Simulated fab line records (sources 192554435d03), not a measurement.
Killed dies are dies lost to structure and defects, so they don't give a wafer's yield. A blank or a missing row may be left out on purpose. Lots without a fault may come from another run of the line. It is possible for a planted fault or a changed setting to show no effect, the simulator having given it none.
Matching of chambers    flow n5-finfet    rie-diel-01 running N5_BEOL_M8_ETCH_62: 4 sister chambers
The step etches SOC in N2/H2, target depth 110 nm, overetch 22 nm, time 165 s. 14 wafers are shown with their chamber, then 7 later ones without.

== WAFERS, EACH WITH ITS CHAMBER ==
wafer   chamber  drypump-motor-current-A (A)  showerhead-plenum-p-Torr (Torr)  throttle-valve-pct (%)
L077.3  2        4.8                          2.52                             17.91
L077.4  3        5.3                          2.51                             17.84
L077.5  1        6.2                          2.56                             17.84
L080.1  2        4.8                          2.52                             17.93
L080.3  1        6.1                          2.56                             17.84
L080.4  2        4.8                          2.52                             17.92
L081.2  3        5.2                          2.50                             17.87
L081.4  0        5.6                          2.61                             17.34
L081.6  3        5.2                          2.50                             17.86
L087.4  3        5.2                          2.50                             17.42
L087.5  1        6.1                          2.55                             17.87
L087.6  2        4.8                          2.51                             17.95
L088.1  0        5.6                          2.60                             17.38
L088.2  1        6.1                          2.55                             17.90

SIGNATURES (means of the wafers above)
reading                   chamber 0  chamber 1  chamber 2  chamber 3  scatter within a chamber
drypump-motor-current-A   5.600      6.125      4.800      5.225      0.0387
showerhead-plenum-p-Torr  2.6050     2.5550     2.5175     2.5025     0.00548
throttle-valve-pct        17.3600    17.8625    17.9275    17.7475    0.122
Rule: a wafer lies at a distance from a chamber equal to the root of the sum of squares, over the readings, of (its reading less the chamber's mean, divided by the reading's scatter). If the next closest chamber is less than 2 further off than the closest, the wafer can't be placed; otherwise it belongs to the closest. The scatter: the root of (the sum of the squares of (reading less its chamber's mean) over the shown wafers, divided by (wafers less chambers)).

== WAFERS MISSING THEIR CHAMBER ==
wafer   drypump-motor-current-A (A)  showerhead-plenum-p-Torr (Torr)  throttle-valve-pct (%)
L088.6  5.2                          2.50                             17.42
L091.1  6.1                          2.55                             17.87
L091.5  6.1                          2.55                             17.91
L091.6  4.8                          2.51                             17.97
L095.3  6.1                          2.54                             17.91
L095.5  4.8                          2.51                             17.98
L095.6  6.1                          2.54                             17.92

== CHAMBER TAKEN BY EACH ==
wafer   from the rows above  in truth
L088.6  3                    3
L091.1  1                    1
L091.5  1                    1
L091.6  2                    2
L095.3  1                    1
L095.5  2                    2
L095.6  1                    1
Correct placement for 7 of the 7. Can't be placed from these rows: 0. 0 placed wrongly.
